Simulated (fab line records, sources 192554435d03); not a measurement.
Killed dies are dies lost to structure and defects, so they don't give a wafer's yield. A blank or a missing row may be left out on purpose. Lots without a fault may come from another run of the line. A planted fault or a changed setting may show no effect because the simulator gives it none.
Split-lot experiment | flow n5_finfet | 7 lots, 39 wafers read, on a route of 1938 steps

THE SPLIT
At N5_BEOL_M11_TRENCH_ETCH_37 (etches SiCOH lowk in C4F6/O2, target depth 148.83 nm, time 48 s), the setting target_depth_a was moved away from the recipe's 1488.3 angstrom on 18 of the 39 wafers read, by -48.8% to +55.3%. The other wafers ran this setting at the recipe's value.

FROM THE SPLIT TO THE READING: what the file shows between them, 8 steps
- N5_BEOL_M11_ETCH_41: etches SiCN in CH3F/O2, target depth 42.6 nm, time 86 s
- N5_BEOL_M11_STRIP_77: strips in N2/H2, time 10 s
- N5_BEOL_M11_OCD_MEAS_38
- N5_BEOL_M11_HM_STRIP_39: strips TiN in peroxide tin strip, target depth 25 nm, time 158 s
- N5_BEOL_M11_SRD_40: time 30 s
- N5_BEOL_M11_ECD_50: material Cu, target thk 318 nm
- N5_BEOL_M11_ANNEAL_51: time 90 s
- N5_BEOL_M11_CMP_52: polishes, stops on SiCOH lowk, t overpolish 7 s, target thk 140 nm

THE READING
M11_THK, in nm, at N5_BEOL_M11_THK_MEAS_53 (measures by xrf). Fault-free wafers of this fab line usually give 139.3 nm, standard deviation 2.6 nm.

wafer  | tool, chamber at the split | target_depth_a as run, angstrom | against the recipe | M11_THK, nm | against lot-mates on the recipe
L075.1 | rie_diel-01, 3             | 995.4                           | -33.1%             | 89.7        | -49.5
L075.2 | rie_diel-01, 1             | 1488.3                          | recipe             | 136.6       | -
L075.3 | rie_diel-01, 2             | 995.4                           | -33.1%             | 89.4        | -49.8
L075.4 | rie_diel-01, 0             | 1488.3                          | recipe             | 141.7       | -
L075.5 | rie_diel-01, 3             | 1488.3                          | recipe             | 139.3       | -
L075.6 | rie_diel-01, 2             | 995.4                           | -33.1%             | 89.1        | -50.1
L076.1 | rie_diel-03, 2             | 1488.3                          | recipe             | 135.1       | -
L076.2 | rie_diel-03, 0             | 1488.3                          | recipe             | 134.9       | -
L076.3 | rie_diel-03, 1             | 1197                            | -19.6%             | 109.4       | -25.3
L076.4 | rie_diel-03, 3             | 1488.3                          | recipe             | 134.0       | -
L076.5 | rie_diel-03, 0             | 1197                            | -19.6%             | 106.3       | -28.4
L076.6 | rie_diel-03, 1             | 1197                            | -19.6%             | 107.1       | -27.6
L077.1 | rie_diel-06, 2             | 1488.3                          | recipe             | 140.2       | -
L077.2 | rie_diel-06, 3             | 2298                            | +54.4%             | 217.2       | +78.1
L077.3 | rie_diel-06, 0             | 2298                            | +54.4%             | 222.4       | +83.3
L077.4 | rie_diel-06, 1             | 1488.3                          | recipe             | 141.3       | -
L077.5 | rie_diel-06, 0             | 2298                            | +54.4%             | 223.4       | +84.3
L077.6 | rie_diel-06, 3             | 1488.3                          | recipe             | 135.7       | -
L078.1 | rie_diel-03, 1             | 1488.3                          | recipe             | 139.2       | -
L078.2 | rie_diel-03, 2             | 1488.3                          | recipe             | 138.1       | -
L078.3 | rie_diel-03, 0             | 1488.3                          | recipe             | 139.0       | -
L078.4 | rie_diel-03, 0             | 2312                            | +55.3%             | 220.5       | +81.7
L078.5 | rie_diel-03, 1             | 2312                            | +55.3%             | 222.2       | +83.4
L078.6 | rie_diel-03, 2             | 2312                            | +55.3%             | 217.3       | +78.5
L080.1 | rie_diel-06, 2             | 1488.3                          | recipe             | 135.5       | -
L080.2 | rie_diel-06, 3             | 1488.3                          | recipe             | 133.8       | -
L080.3 | rie_diel-06, 0             | 2213                            | +48.7%             | 212.8       | +77.8
L080.4 | rie_diel-06, 1             | 2213                            | +48.7%             | 212.0       | +77.0
L080.5 | rie_diel-06, 2             | 1488.3                          | recipe             | 135.8       | -
L080.6 | rie_diel-06, 3             | 2213                            | +48.7%             | 205.2       | +70.2
L088.2 | rie_diel-06, 0             | 1488.3                          | recipe             | 141.9       | -
L088.3 | rie_diel-06, 2             | 1488.3                          | recipe             | 136.7       | -
L088.5 | rie_diel-06, 1             | 1488.3                          | recipe             | 142.5       | -
L089.1 | rie_diel-01, 3             | 762                             | -48.8%             | 67.1        | -72.4
L089.2 | rie_diel-01, 0             | 1488.3                          | recipe             | 139.6       | -
L089.3 | rie_diel-01, 2             | 1488.3                          | recipe             | 140.5       | -
L089.4 | rie_diel-01, 0             | 762                             | -48.8%             | 66.4        | -73.1
L089.5 | rie_diel-01, 3             | 762                             | -48.8%             | 67.6        | -71.9
L089.6 | rie_diel-01, 2             | 1488.3                          | recipe             | 138.3       | -

THE FIT
A straight line over all 39 wafers: M11_THK changes by +1.49 nm for each +1% of target_depth_a; r = +1.00; the points scatter about the line by 2.6 nm.
The same after taking each lot's own level away (the mean of its wafers on the recipe; 39 wafers): +1.49 nm for each +1%; r = +1.00; scatter 2.1 nm.
On that fit, the largest move of target_depth_a shifts the reading by 83 nm.
The lots' own levels span 134.67 to 140.37 nm, that is 2.2 times the standard deviation above.
So the lot-to-lot level changes the slope little: the two slopes agree.
Check: with one of the wafers moved furthest among these (+55.3%) left out of the fit, the line predicts +83.1 nm for it against its lot-mates. It came out at +81.7 nm against them.

THE WHOLE CHAIN: every reading that the file lists as answering this split, in the file's order
step                       | what it does                                                       | reading                                                                           | change (the file's fit)                                                                 | r (the file's)
N5_BEOL_M11_TRENCH_ETCH_37 | etches SiCOH lowk in C4F6/O2, target depth 148.83 nm, time 48 s    | BEOL_M11.feature_depth_nm (the simulator's own value, which no gauge read)        | +1.5 nm for each +1% of the setting                                                     | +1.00
N5_BEOL_M11_TRENCH_ETCH_37 | etches SiCOH lowk in C4F6/O2, target depth 148.83 nm, time 48 s    | etch.depth_nm (the simulator's own value, which no gauge read)                    | +1.5 nm for each +1% of the setting                                                     | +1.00
N5_BEOL_M11_TRENCH_ETCH_37 | etches SiCOH lowk in C4F6/O2, target depth 148.83 nm, time 48 s    | TiN_of_BEOL_M11_HM_DEP_02.thk_nm (the simulator's own value, which no gauge read) | -0.0416 nm for each +1% of the setting                                                  | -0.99
N5_BEOL_M11_OCD_MEAS_38    |                                                                    | trench_depth_nm                                                                   | +1.5 nm for each +1% of the setting                                                     | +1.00
N5_BEOL_M11_CMP_52         | polishes, stops on SiCOH lowk, t overpolish 7 s, target thk 140 nm | Cu_of_BEOL_M11_ECD_50.thk_nm (the simulator's own value, which no gauge read)     | +1.5 nm for each +1% of the setting                                                     | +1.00
N5_BEOL_M11_THK_MEAS_53    | measures by xrf                                                    | M11_THK                                                                           | +1.49 for each +1% of the setting                                                       | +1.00
N5_BEOL_M11_RS_MEAS_57     | measures by four-point-probe                                       | M11_RS                                                                            | not straight: 0.3558 at the lowest setting, 0.1525 at the recipe, 0.0926 at the highest | not given

THE FILE'S OWN FIT
M11_THK changes by +1.49 nm for each +1% of target_depth_a, r = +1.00.
